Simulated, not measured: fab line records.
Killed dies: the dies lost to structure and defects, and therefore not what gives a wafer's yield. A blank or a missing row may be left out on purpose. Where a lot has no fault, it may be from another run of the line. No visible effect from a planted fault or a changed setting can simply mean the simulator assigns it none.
Matching of chambers ; flow n5Finfet ; N5_BEOL_M0_SAQP_SPACER1_ALD_98 on aldSin-03 has 4 sister chambers
The step deposits SiO2, target thk 12.8 nm, pulse time 1 s, purge time 2 s. 22 wafers are shown with their chamber, then 11 later ones without.

## WAFERS PAIRED WITH THEIR CHAMBERS
wafer;chamber;heaterPowerW (W);precursorPulseHeightRel
L075.2;0;507;1.010
L075.3;1;560;1.003
L075.4;3;443;1.025
L076.1;1;550;1.001
L076.3;0;512;1.002
L076.5;2;458;1.038
L080.1;1;550;1.001
L080.2;2;469;1.010
L080.3;0;504;0.995
L086.2;3;434;1.020
L086.3;2;466;1.013
L086.6;2;470;0.983
L087.1;0;509;1.031
L087.3;1;560;1.037
L087.5;0;504;0.987
L088.1;3;437;0.953
L088.2;2;471;1.029
L088.3;0;513;1.013
L088.4;1;552;0.995
L088.5;0;516;1.038
L088.6;1;573;1.003
L090.3;0;512;0.983

SIGNATURES (means of the wafers above)
reading;chamber 0;chamber 1;chamber 2;chamber 3;scatter within a chamber
heaterPowerW;509.62;557.50;466.80;438.00;6.16
precursorPulseHeightRel;1.00737;1.00667;1.01460;0.99933;0.0222
Rule: a wafer's distance from a chamber is the root of the sum, over the readings, of the square of ((its reading less the chamber's mean) divided by the reading's scatter). If the next closest chamber is less than 2 further off than the closest, the wafer can't be placed; otherwise it belongs to the closest. The scatter: the root of (the sum of the squares of (reading less its chamber's mean) over the shown wafers, divided by (wafers less chambers)).

## WAFERS WHOSE CHAMBER IS MISSING
wafer;heaterPowerW (W);precursorPulseHeightRel
L090.4;446;0.968
L090.5;581;1.019
L092.1;564;0.959
L092.2;449;1.028
L092.3;516;1.016
L094.1;437;1.017
L094.5;438;1.010
L094.6;556;0.982
L097.3;542;0.985
L097.5;504;1.000
L097.6;451;0.989

## WHICH CHAMBER EACH ONE RAN IN
wafer;from the rows above;in truth
L090.4;3;3
L090.5;1;1
L092.1;1;1
L092.2;can't be placed: 3 or 2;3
L092.3;0;0
L094.1;3;3
L094.5;3;3
L094.6;1;1
L097.3;1;1
L097.5;0;0
L097.6;can't be placed: 3 or 2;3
9 of 11 placed correctly. From these rows, 2 cannot be placed; in 2 the true chamber is one of the candidates. 0 placed wrongly.
